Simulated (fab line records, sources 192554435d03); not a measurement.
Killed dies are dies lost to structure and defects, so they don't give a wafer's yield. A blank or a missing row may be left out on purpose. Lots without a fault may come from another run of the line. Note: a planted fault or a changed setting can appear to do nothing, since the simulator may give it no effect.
Matching of chambers :: flow n5Finfet :: pecvd-03 running N5_BEOL_M0_SAQP_PECVD_00: 3 sister chambers
The step deposits SiCN from 3MS/NH3, target thk 8 nm, time 14 s. 20 wafers are shown with their chamber, then 10 later ones without.

WAFERS PAIRED WITH THEIR CHAMBERS
wafer: L075.2
chamber: 0
throttleValvePct (%): 9.4
showerheadPlenumPTorr (Torr): 3.682

wafer: L075.5
chamber: 2
throttleValvePct (%): 8.5
showerheadPlenumPTorr (Torr): 3.673

wafer: L075.6
chamber: 0
throttleValvePct (%): 9.2
showerheadPlenumPTorr (Torr): 3.673

wafer: L076.3
chamber: 0
throttleValvePct (%): 9.1
showerheadPlenumPTorr (Torr): 3.672

wafer: L076.4
chamber: 2
throttleValvePct (%): 8.8
showerheadPlenumPTorr (Torr): 3.667

wafer: L076.6
chamber: 0
throttleValvePct (%): 9.4
showerheadPlenumPTorr (Torr): 3.683

wafer: L074.1
chamber: 2
throttleValvePct (%): 8.8
showerheadPlenumPTorr (Torr): 3.669

wafer: L074.3
chamber: 0
throttleValvePct (%): 9.2
showerheadPlenumPTorr (Torr): 3.675

wafer: L074.5
chamber: 1
throttleValvePct (%): 9.5
showerheadPlenumPTorr (Torr): 3.665

wafer: L079.1
chamber: 1
throttleValvePct (%): 9.4
showerheadPlenumPTorr (Torr): 3.679

wafer: L079.2
chamber: 0
throttleValvePct (%): 9.1
showerheadPlenumPTorr (Torr): 3.680

wafer: L079.3
chamber: 2
throttleValvePct (%): 9.0
showerheadPlenumPTorr (Torr): 3.673

wafer: L079.4
chamber: 2
throttleValvePct (%): 8.6
showerheadPlenumPTorr (Torr): 3.672

wafer: L079.5
chamber: 1
throttleValvePct (%): 9.4
showerheadPlenumPTorr (Torr): 3.679

wafer: L079.6
chamber: 0
throttleValvePct (%): 9.3
showerheadPlenumPTorr (Torr): 3.685

wafer: L080.2
chamber: 1
throttleValvePct (%): 9.1
showerheadPlenumPTorr (Torr): 3.668

wafer: L080.3
chamber: 0
throttleValvePct (%): 9.2
showerheadPlenumPTorr (Torr): 3.673

wafer: L080.6
chamber: 0
throttleValvePct (%): 9.4
showerheadPlenumPTorr (Torr): 3.678

wafer: L090.2
chamber: 0
throttleValvePct (%): 9.3
showerheadPlenumPTorr (Torr): 3.681

wafer: L090.3
chamber: 1
throttleValvePct (%): 9.3
showerheadPlenumPTorr (Torr): 3.663

SIGNATURES, as means of the wafers listed above
reading: throttleValvePct
chamber 0: 9.260
chamber 1: 9.340
chamber 2: 8.740
scatter within a chamber: 0.147

reading: showerheadPlenumPTorr
chamber 0: 3.67820
chamber 1: 3.67080
chamber 2: 3.67080
scatter within a chamber: 0.00522
Rule: distance of a wafer from a chamber = root of the sum over the readings of ((wafer's reading minus chamber's mean) / reading's scatter) squared. The wafer belongs to the nearest chamber; if the next one is less than 2 further off, it can't be placed. The scatter: the root of (the sum of the squares of (reading less its chamber's mean) over the shown wafers, divided by (wafers less chambers)).

WAFERS WHOSE CHAMBER IS MISSING
wafer: L090.5
throttleValvePct (%): 9.4
showerheadPlenumPTorr (Torr): 3.679

wafer: L093.2
throttleValvePct (%): 8.6
showerheadPlenumPTorr (Torr): 3.675

wafer: L093.3
throttleValvePct (%): 9.2
showerheadPlenumPTorr (Torr): 3.675

wafer: L093.6
throttleValvePct (%): 9.4
showerheadPlenumPTorr (Torr): 3.659

wafer: L094.2
throttleValvePct (%): 8.9
showerheadPlenumPTorr (Torr): 3.665

wafer: L094.3
throttleValvePct (%): 9.4
showerheadPlenumPTorr (Torr): 3.685

wafer: L094.5
throttleValvePct (%): 9.3
showerheadPlenumPTorr (Torr): 3.680

wafer: L097.3
throttleValvePct (%): 9.2
showerheadPlenumPTorr (Torr): 3.677

wafer: L097.4
throttleValvePct (%): 9.4
showerheadPlenumPTorr (Torr): 3.671

wafer: L097.6
throttleValvePct (%): 9.3
showerheadPlenumPTorr (Torr): 3.683

CHAMBER TAKEN BY EACH
wafer: L090.5
from the rows above: can't be placed: 0 or 1
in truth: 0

wafer: L093.2
from the rows above: 2
in truth: 2

wafer: L093.3
from the rows above: can't be placed: 0 or 1
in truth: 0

wafer: L093.6
from the rows above: can't be placed: 1 or 0
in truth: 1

wafer: L094.2
from the rows above: can't be placed: 2 or 1 or 0
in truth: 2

wafer: L094.3
from the rows above: can't be placed: 0 or 1
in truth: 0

wafer: L094.5
from the rows above: can't be placed: 0 or 1
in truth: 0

wafer: L097.3
from the rows above: can't be placed: 0 or 1
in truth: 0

wafer: L097.4
from the rows above: can't be placed: 1 or 0
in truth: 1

wafer: L097.6
from the rows above: can't be placed: 0 or 1
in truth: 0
Placed correctly: 1 of 10. Can't be placed from these rows: 9 (the true chamber is among the candidates in 9). Wrongly placed: 0.
